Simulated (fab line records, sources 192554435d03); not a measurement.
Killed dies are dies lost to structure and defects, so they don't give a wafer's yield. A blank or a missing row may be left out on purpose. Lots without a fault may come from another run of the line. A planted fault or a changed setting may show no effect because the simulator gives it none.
Which tool did it? | flow n5_finfet | 24 lots, 72 wafers sampled, at 6 steps of a route of 1938

WHAT THE GAUGES READ, wafer by wafer
The record holds no reading of a measuring or inspecting step that can be judged against a usual standard deviation.

WHICH TOOL RAN EACH LOT (tool, then ch and the chambers of the sampled wafers, then the start)
lot  | N5_HKMG_FIN_STRIP_93              | N5_HKMG_FIN_ALD_36                 | N5_HKMG_FIN_STRIP_34              | N5_HKMG_FIN_STRIP_19                 | N5_HKMG_FIN_STRIP_88                 | N5_HKMG_FIN_ALD_71
L074 | rie_diel-06 ch 1,2,3, day 3 23:34 | ald_metal-03 ch 0,1,2, day 4 01:11 | rie_diel-03 ch 1,2,3, day 4 02:43 | plasma_asher-01 ch 0,1, day 4 03:09  | plasma_asher-01 ch 0,1, day 4 04:19  | ald_metal-03 ch 2,3, day 4 04:40
L075 | rie_diel-01 ch 0,1,3, day 4 04:48 | ald_metal-01 ch 0,1,3, day 4 06:12 | rie_diel-06 ch 1,3, day 4 07:44   | plasma_asher-01 ch 0,1, day 4 08:10  | plasma_asher-02 ch 0,1, day 4 09:08  | ald_metal-01 ch 0,1,3, day 4 09:30
L076 | rie_diel-01 ch 0,1,3, day 4 16:40 | ald_metal-04 ch 0,1,3, day 4 18:10 | rie_diel-06 ch 0,1,3, day 4 19:42 | plasma_asher-02 ch 0,1, day 4 20:01  | plasma_asher-01 ch 0,1, day 4 20:59  | ald_metal-01 ch 0,3, day 4 21:28
L077 | rie_diel-06 ch 1,2, day 4 18:55   | ald_metal-04 ch 1,3, day 4 20:28   | rie_diel-01 ch 0,1, day 4 21:52   | plasma_asher-01 ch 0,1, day 4 22:11  | plasma_asher-01 ch 1, day 4 23:09    | ald_metal-01 ch 1,3, day 4 23:38
L078 | rie_diel-06 ch 0,1,3, day 5 01:23 | ald_metal-01 ch 0,3, day 5 03:35   | rie_diel-01 ch 0,1,3, day 5 04:59 | plasma_asher-01 ch 0, day 5 05:18    | plasma_asher-02 ch 1, day 5 06:16    | ald_metal-04 ch 0,1,3, day 5 06:46
L079 | rie_diel-03 ch 0,2, day 5 07:58   | ald_metal-04 ch 1,3, day 5 09:26   | rie_diel-03 ch 0,2, day 5 10:58   | plasma_asher-02 ch 0,1, day 5 11:17  | plasma_asher-01 ch 0,1, day 5 12:15  | ald_metal-01 ch 1,2, day 5 12:44
L080 | rie_diel-01 ch 1,2,3, day 5 14:08 | ald_metal-04 ch 0,1,2, day 5 15:48 | rie_diel-01 ch 1,2,3, day 5 17:43 | plasma_asher-01 ch 0,1, day 5 18:01  | plasma_asher-01 ch 0,1, day 5 19:04  | ald_metal-03 ch 1,3, day 5 19:32
L081 | rie_diel-03 ch 0,2,3, day 5 23:53 | ald_metal-03 ch 0,1,3, day 6 01:21 | rie_diel-03 ch 1,2,3, day 6 02:53 | plasma_asher-02 ch 0,1, day 6 03:12  | plasma_asher-01 ch 0,1, day 6 04:11  | ald_metal-04 ch 0,1,2, day 6 04:40
L082 | rie_diel-06 ch 0,2, day 6 00:37   | ald_metal-03 ch 0,3, day 6 02:08   | rie_diel-03 ch 0,1, day 6 03:40   | plasma_asher-02 ch 0,1, day 6 03:58  | plasma_asher-01 ch 0,1, day 6 04:57  | ald_metal-03 ch 1,2,3, day 6 05:26
L083 | rie_diel-03 ch 0,1,2, day 6 08:06 | ald_metal-01 ch 1,2,3, day 6 09:50 | rie_diel-06 ch 1,3, day 6 11:14   | plasma_asher-02 ch 0,1, day 6 11:41  | plasma_asher-02 ch 0,1, day 6 12:39  | ald_metal-04 ch 0,1,2, day 6 13:01
L084 | rie_diel-01 ch 0,1,2, day 6 12:29 | ald_metal-01 ch 0,2,3, day 6 14:01 | rie_diel-06 ch 1,3, day 6 15:39   | plasma_asher-01 ch 0,1, day 6 15:58  | plasma_asher-01 ch 0,1, day 6 16:56  | ald_metal-01 ch 0,1,2, day 6 17:25
L085 | rie_diel-03 ch 2,3, day 6 21:17   | ald_metal-01 ch 0,3, day 6 22:42   | rie_diel-01 ch 0,1,3, day 7 00:54 | plasma_asher-01 ch 1, day 7 01:13    | plasma_asher-01 ch 0,1, day 7 02:39  | ald_metal-01 ch 0,2,3, day 7 03:08
L086 | rie_diel-03 ch 0,1,3, day 6 23:07 | ald_metal-03 ch 0,1, day 7 00:37   | rie_diel-03 ch 0,1,2, day 7 02:09 | plasma_asher-02 ch 0,1, day 7 02:28  | plasma_asher-02 ch 0,1, day 7 03:26  | ald_metal-04 ch 0,1,2, day 7 03:55
L087 | rie_diel-03 ch 0,2,3, day 7 08:56 | ald_metal-01 ch 0,1,2, day 7 10:20 | rie_diel-03 ch 0,1,3, day 7 11:43 | plasma_asher-02 ch 0,1, day 7 12:10  | plasma_asher-02 ch 0,1, day 7 13:12  | ald_metal-04 ch 0,2, day 7 13:34
L088 | rie_diel-06 ch 0,2,3, day 7 10:44 | ald_metal-04 ch 0,1,2, day 7 12:18 | rie_diel-03 ch 0,1,3, day 7 14:27 | plasma_asher-02 ch 0,1, day 7 14:46  | plasma_asher-02 ch 0,1, day 7 15:48  | ald_metal-04 ch 0,2,3, day 7 16:17
L089 | rie_diel-03 ch 0,1,3, day 8 00:52 | ald_metal-03 ch 0,1, day 8 02:28   | rie_diel-06 ch 0,3, day 8 04:04   | plasma_asher-02 ch 0,1, day 8 04:23  | plasma_asher-01 ch 0, day 8 05:25    | ald_metal-01 ch 0,1, day 8 05:54
L090 | rie_diel-06 ch 0,3, day 8 02:40   | ald_metal-01 ch 0,2, day 8 04:14   | rie_diel-06 ch 1,3, day 8 06:04   | plasma_asher-02 ch 0,1, day 8 06:22  | plasma_asher-02 ch 0,1, day 8 07:20  | ald_metal-01 ch 0,2,3, day 8 07:50
L091 | rie_diel-01 ch 0,2,3, day 8 09:52 | ald_metal-01 ch 0,2,3, day 8 11:19 | rie_diel-06 ch 0,1, day 8 12:50   | plasma_asher-02 ch 0,1, day 8 13:09  | plasma_asher-02 ch 0,1, day 8 14:08  | ald_metal-01 ch 1,2,3, day 8 14:37
L092 | rie_diel-03 ch 0,1,3, day 8 14:34 | ald_metal-01 ch 0,1, day 8 15:59   | rie_diel-06 ch 0,3, day 8 17:31   | plasma_asher-01 ch 0,1, day 8 17:52  | plasma_asher-01 ch 0, day 8 18:53    | ald_metal-04 ch 1,3, day 8 19:22
L093 | rie_diel-01 ch 0,3, day 8 21:53   | ald_metal-03 ch 0,3, day 8 23:23   | rie_diel-06 ch 0,1, day 9 00:47   | plasma_asher-01 ch 1, day 9 01:06    | plasma_asher-02 ch 0, day 9 02:05    | ald_metal-01 ch 0,1,3, day 9 02:34
L094 | rie_diel-06 ch 1,2,3, day 9 03:05 | ald_metal-04 ch 0,1,3, day 9 04:53 | rie_diel-03 ch 0,1,2, day 9 06:17 | plasma_asher-02 ch 0,1, day 9 06:38  | plasma_asher-02 ch 0,1, day 9 07:37  | ald_metal-04 ch 1,2,3, day 9 08:06
L095 | rie_diel-03 ch 0,1,3, day 9 09:56 | ald_metal-03 ch 1,2,3, day 9 11:38 | rie_diel-01 ch 0,1,2, day 9 13:02 | plasma_asher-02 ch 0,1, day 9 13:28  | plasma_asher-02 ch 0,1, day 9 14:26  | ald_metal-03 ch 1,2,3, day 9 14:56
L096 | rie_diel-01 ch 0,1, day 9 14:35   | ald_metal-04 ch 0,2,3, day 9 16:02 | rie_diel-03 ch 0,1,3, day 9 17:34 | plasma_asher-02 ch 0,1, day 9 17:53  | plasma_asher-01 ch 0,1, day 9 18:51  | ald_metal-04 ch 0,2,3, day 9 19:20
L097 | rie_diel-06 ch 0,1,3, day 9 20:37 | ald_metal-01 ch 0,2,3, day 9 22:17 | rie_diel-03 ch 0,1, day 9 23:49   | plasma_asher-02 ch 0,1, day 10 00:08 | plasma_asher-01 ch 0,1, day 10 01:11 | ald_metal-03 ch 1,2,3, day 10 01:47
- N5_HKMG_FIN_STRIP_93: strips SOC in N2/H2, time 20 s.
- N5_HKMG_FIN_ALD_36: deposits TiN, target thk 1 nm, pulse time 1 s, purge time 3 s.
- N5_HKMG_FIN_STRIP_34: strips in CF4.
- N5_HKMG_FIN_STRIP_19: strips in N2/H2, time 360 s.
- N5_HKMG_FIN_STRIP_88: strips in N2/H2, time 360 s.
- N5_HKMG_FIN_ALD_71: deposits TiN, target thk 1 nm, pulse time 1 s, purge time 3 s.

WHAT THE TOOLS THEMSELVES READ (means of the sampled wafers that have a number; where no wafer has one, the mark that the record gives instead)
N5_HKMG_FIN_STRIP_93. Usual: drypump_motor_current_A 5.7 A, standard deviation 0.43; oes_product_au 0.79 a.u., standard deviation 0.098; rf_vpp_V 54.0 V, standard deviation 0.85; showerhead_plenum_p_Torr 3.31 Torr, standard deviation 0.077; throttle_valve_pct 19.0 %, standard deviation 0.4.
lot  | tool        | drypump_motor_current_A (A) | oes_product_au (a.u.) | rf_vpp_V (V) | showerhead_plenum_p_Torr (Torr) | throttle_valve_pct (%) | flag
L074 | rie_diel-06 | 5.5                         | 0.81                  | 54.3         | 3.36                            | 19.2                   |
L075 | rie_diel-01 | 5.8                         | 0.77                  | 53.4         | 3.30                            | 18.8                   |
L076 | rie_diel-01 | 5.8                         | 0.76                  | 54.3         | 3.30                            | 18.8                   |
L077 | rie_diel-06 | 5.5                         | 0.80                  | 53.7         | 3.35                            | 19.1                   |
L078 | rie_diel-06 | 5.8                         | 0.74                  | 54.2         | 3.29                            | 18.9                   |
L079 | rie_diel-03 | 5.6                         | 0.71                  | 53.7         | 3.21                            | 19.2                   |
L080 | rie_diel-01 | 6.1                         | 0.83                  | 53.6         | 3.28                            | 18.7                   |
L081 | rie_diel-03 | 5.6                         | 0.74                  | 53.6         | 3.28                            | 19.3                   |
L082 | rie_diel-06 | 5.5                         | 0.85                  | 55.0         | 3.30                            | 18.7                   |
L083 | rie_diel-03 | 5.6                         | 0.80                  | 54.3         | 3.28                            | 18.9                   |
L084 | rie_diel-01 | 5.7                         | 0.77                  | 53.3         | 3.29                            | 18.9                   |
L085 | rie_diel-03 | 5.8                         | 0.73                  | 53.6         | 3.25                            | 19.3                   |
L086 | rie_diel-03 | 5.6                         | 0.83                  | 53.8         | 3.35                            | 19.0                   |
L087 | rie_diel-03 | 5.6                         | 0.74                  | 54.4         | 3.27                            | 19.3                   |
L088 | rie_diel-06 | 5.5                         | 0.79                  | 54.9         | 3.32                            | 19.1                   |
L089 | rie_diel-03 | 5.6                         | 0.81                  | 53.5         | 3.35                            | 19.0                   |
L090 | rie_diel-06 | 5.9                         | 0.75                  | 53.6         | 3.26                            | 18.8                   |
L091 | rie_diel-01 | 5.6                         | 0.81                  | 54.8         | 3.28                            | 18.8                   |
L092 | rie_diel-03 | 5.6                         | 0.81                  | 54.5         | 3.34                            | 19.0                   |
L093 | rie_diel-01 | 5.3                         | 0.74                  | 54.9         | 3.29                            | 19.0                   |
L094 | rie_diel-06 | 5.6                         | 0.75                  | 54.1         | 3.34                            | 19.3                   |
L095 | rie_diel-03 | 5.6                         | 0.80                  | 53.7         | 3.34                            | 19.0                   |
L096 | rie_diel-01 | 5.4                         | 0.77                  | 53.6         | 3.30                            | 19.0                   |
L097 | rie_diel-06 | 5.8                         | 0.71                  | 53.8         | 3.27                            | 19.0                   |

N5_HKMG_FIN_ALD_36. Usual: heater_power_w 893 W, standard deviation 95; precursor_pulse_height_rel 1.002, standard deviation 0.019.
lot  | tool         | heater_power_w (W) | precursor_pulse_height_rel | flag
L074 | ald_metal-03 | 960                | 0.991                      |
L075 | ald_metal-01 | 864                | 0.999                      |
L076 | ald_metal-04 | 910                | 1.005                      |
L077 | ald_metal-04 | 933                | 1.009                      |
L078 | ald_metal-01 | 851                | 1.021                      |
L079 | ald_metal-04 | 942                | 0.999                      |
L080 | ald_metal-04 | 935                | 0.998                      |
L081 | ald_metal-03 | 871                | 0.988                      |
L082 | ald_metal-03 | 758                | 1.009                      |
L083 | ald_metal-01 | 857                | 1.007                      |
L084 | ald_metal-01 | 840                | 1.003                      |
L085 | ald_metal-01 | 895                | 0.992                      |
L086 | ald_metal-03 | 955                | 0.996                      |
L087 | ald_metal-01 | 839                | 1.016                      |
L088 | ald_metal-04 | 940                | 1.002                      |
L089 | ald_metal-03 | 964                | 1.011                      |
L090 | ald_metal-01 | 776                | 1.020                      |
L091 | ald_metal-01 | 825                | 1.005                      |
L092 | ald_metal-01 | 879                | 0.996                      |
L093 | ald_metal-03 | 817                | 0.996                      |
L094 | ald_metal-04 | 898                | 0.993                      |
L095 | ald_metal-03 | 915                | 1.013                      |
L096 | ald_metal-04 | 924                | 1.002                      |
L097 | ald_metal-01 | 836                | 1.002                      |

N5_HKMG_FIN_STRIP_34. Usual: drypump_motor_current_A 5.7 A, standard deviation 0.4; oes_product_au 0.77 a.u., standard deviation 0.092; rf_vpp_V 270.7 V, standard deviation 1.3; showerhead_plenum_p_Torr 1.77 Torr, standard deviation 0.044; throttle_valve_pct 13.57 %, standard deviation 0.3.
lot  | tool        | drypump_motor_current_A (A) | oes_product_au (a.u.) | rf_vpp_V (V) | showerhead_plenum_p_Torr (Torr) | throttle_valve_pct (%) | flag
L074 | rie_diel-03 | 5.8                         | 0.74                  | 271.8        | 1.78                            | 13.66                  |
L075 | rie_diel-06 | 5.8                         | 0.70                  | 270.5        | 1.79                            | 13.84                  |
L076 | rie_diel-06 | 5.8                         | 0.73                  | 270.9        | 1.77                            | 13.67                  |
L077 | rie_diel-01 | 5.3                         | 0.70                  | 271.0        | 1.79                            | 13.92                  |
L078 | rie_diel-01 | 5.7                         | 0.75                  | 270.6        | 1.77                            | 13.60                  |
L079 | rie_diel-03 | 5.6                         | 0.71                  | 269.0        | 1.70                            | 13.73                  |
L080 | rie_diel-01 | 6.1                         | 0.82                  | 270.1        | 1.76                            | 13.42                  |
L081 | rie_diel-03 | 5.8                         | 0.83                  | 270.4        | 1.77                            | 13.50                  |
L082 | rie_diel-03 | 5.4                         | 0.81                  | 270.0        | 1.75                            | 13.36                  |
L083 | rie_diel-06 | 5.9                         | 0.68                  | 269.7        | 1.79                            | 13.89                  |
L084 | rie_diel-06 | 5.8                         | 0.68                  | 270.9        | 1.79                            | 13.90                  |
L085 | rie_diel-01 | 5.8                         | 0.73                  | 270.8        | 1.76                            | 13.64                  |
L086 | rie_diel-03 | 5.6                         | 0.78                  | 270.0        | 1.75                            | 13.49                  |
L087 | rie_diel-03 | 5.6                         | 0.81                  | 271.0        | 1.78                            | 13.41                  |
L088 | rie_diel-03 | 5.6                         | 0.80                  | 271.7        | 1.78                            | 13.41                  |
L089 | rie_diel-06 | 5.9                         | 0.74                  | 270.2        | 1.75                            | 13.54                  |
L090 | rie_diel-06 | 5.9                         | 0.68                  | 270.2        | 1.78                            | 13.96                  |
L091 | rie_diel-06 | 5.7                         | 0.71                  | 270.6        | 1.77                            | 13.70                  |
L092 | rie_diel-06 | 5.8                         | 0.74                  | 270.0        | 1.74                            | 13.55                  |
L093 | rie_diel-06 | 5.7                         | 0.71                  | 269.3        | 1.76                            | 13.70                  |
L094 | rie_diel-03 | 5.6                         | 0.85                  | 271.2        | 1.81                            | 13.35                  |
L095 | rie_diel-01 | 5.6                         | 0.82                  | 270.2        | 1.76                            | 13.62                  |
L096 | rie_diel-03 | 5.6                         | 0.78                  | 270.5        | 1.77                            | 13.46                  |
L097 | rie_diel-03 | 5.4                         | 0.76                  | 270.2        | 1.74                            | 13.45                  |

N5_HKMG_FIN_STRIP_19. Usual: drypump_motor_current_A 5.7 A, standard deviation 0.5; heater_power_w 472 W, standard deviation 14.
lot  | tool            | drypump_motor_current_A (A) | heater_power_w (W) | flag
L074 | plasma_asher-01 | 5.4                         | 472                |
L075 | plasma_asher-01 | 5.0                         | 459                |
L076 | plasma_asher-02 | 5.9                         | 477                |
L077 | plasma_asher-01 | 5.4                         | 471                |
L078 | plasma_asher-01 | 5.7                         | 481                |
L079 | plasma_asher-02 | 5.9                         | 477                |
L080 | plasma_asher-01 | 5.1                         | 465                |
L081 | plasma_asher-02 | 6.1                         | 467                |
L082 | plasma_asher-02 | 6.1                         | 477                |
L083 | plasma_asher-02 | 5.9                         | 479                |
L084 | plasma_asher-01 | 5.4                         | 471                |
L085 | plasma_asher-01 | 4.7                         | 451                |
L086 | plasma_asher-02 | 6.1                         | 464                |
L087 | plasma_asher-02 | 6.1                         | 472                |
L088 | plasma_asher-02 | 5.9                         | 471                |
L089 | plasma_asher-02 | 5.9                         | 475                |
L090 | plasma_asher-02 | 6.1                         | 468                |
L091 | plasma_asher-02 | 6.1                         | 470                |
L092 | plasma_asher-01 | 5.4                         | 479                |
L093 | plasma_asher-01 | 4.7                         | 454                |
L094 | plasma_asher-02 | 6.1                         | 468                |
L095 | plasma_asher-02 | 5.9                         | 470                |
L096 | plasma_asher-02 | 6.1                         | 468                |
L097 | plasma_asher-02 | 6.1                         | 479                |

N5_HKMG_FIN_STRIP_88. Usual: drypump_motor_current_A 5.6 A, standard deviation 0.54; heater_power_w 471 W, standard deviation 15.
lot  | tool            | drypump_motor_current_A (A) | heater_power_w (W) | flag
L074 | plasma_asher-01 | 5.4                         | 476                |
L075 | plasma_asher-02 | 6.1                         | 472                |
L076 | plasma_asher-01 | 5.4                         | 475                |
L077 | plasma_asher-01 | 4.7                         | 452                |
L078 | plasma_asher-02 | 5.8                         | 484                |
L079 | plasma_asher-01 | 5.0                         | 459                |
L080 | plasma_asher-01 | 5.0                         | 460                |
L081 | plasma_asher-01 | 5.1                         | 466                |
L082 | plasma_asher-01 | 5.1                         | 463                |
L083 | plasma_asher-02 | 5.9                         | 487                |
L084 | plasma_asher-01 | 5.0                         | 465                |
L085 | plasma_asher-01 | 5.4                         | 469                |
L086 | plasma_asher-02 | 6.1                         | 463                |
L087 | plasma_asher-02 | 6.1                         | 472                |
L088 | plasma_asher-02 | 5.9                         | 477                |
L089 | plasma_asher-01 | 5.7                         | 481                |
L090 | plasma_asher-02 | 5.9                         | 478                |
L091 | plasma_asher-02 | 5.9                         | 482                |
L092 | plasma_asher-01 | 5.7                         | 489                |
L093 | plasma_asher-02 | 6.2                         | 466                |
L094 | plasma_asher-02 | 5.9                         | 478                |
L095 | plasma_asher-02 | 6.1                         | 469                |
L096 | plasma_asher-01 | 5.1                         | 463                |
L097 | plasma_asher-01 | 5.0                         | 465                |

N5_HKMG_FIN_ALD_71. Usual: heater_power_w 891 W, standard deviation 91; precursor_pulse_height_rel 0.999, standard deviation 0.019.
lot  | tool         | heater_power_w (W) | precursor_pulse_height_rel | flag
L074 | ald_metal-03 | 914                | 0.987                      |
L075 | ald_metal-01 | 880                | 1.006                      |
L076 | ald_metal-01 | 854                | 0.999                      |
L077 | ald_metal-01 | 930                | 0.995                      |
L078 | ald_metal-04 | 903                | 0.999                      |
L079 | ald_metal-01 | 860                | 1.004                      |
L080 | ald_metal-03 | 807                | 1.021                      |
L081 | ald_metal-04 | 919                | 0.990                      |
L082 | ald_metal-03 | 905                | 0.980                      |
L083 | ald_metal-04 | 924                | 0.997                      |
L084 | ald_metal-01 | 819                | 0.984                      |
L085 | ald_metal-01 | 832                | 1.001                      |
L086 | ald_metal-04 | 936                | 1.001                      |
L087 | ald_metal-04 | 888                | 1.009                      |
L088 | ald_metal-04 | 923                | 1.016                      |
L089 | ald_metal-01 | 873                | 0.991                      |
L090 | ald_metal-01 | 831                | 1.011                      |
L091 | ald_metal-01 | 861                | 1.007                      |
L092 | ald_metal-04 | 931                | 1.005                      |
L093 | ald_metal-01 | 897                | 1.009                      |
L094 | ald_metal-04 | 961                | 0.995                      |
L095 | ald_metal-03 | 916                | 0.991                      |
L096 | ald_metal-04 | 919                | 1.004                      |
L097 | ald_metal-03 | 911                | 0.989                      |

THE ANSWER, worked out from the rows above alone
Rule: a lot is off if the mean of its wafers that have a number lies more than 3 standard deviations from the usual mean. A lot without any number at a reading at which 4 lots or more have one is off too. The other lots that the step has rows for count as sound. The gauges are gone through in route order, then the tools' own readings, and for those a lot's mean is taken as printed above. The first step at which some lot is off is used, and at that step the reading that is off furthest; a lot without a number counts as furthest.
No lot is off at any reading shown: from this, nothing can be told.

WHAT THE SIMULATOR HAD PUT IN
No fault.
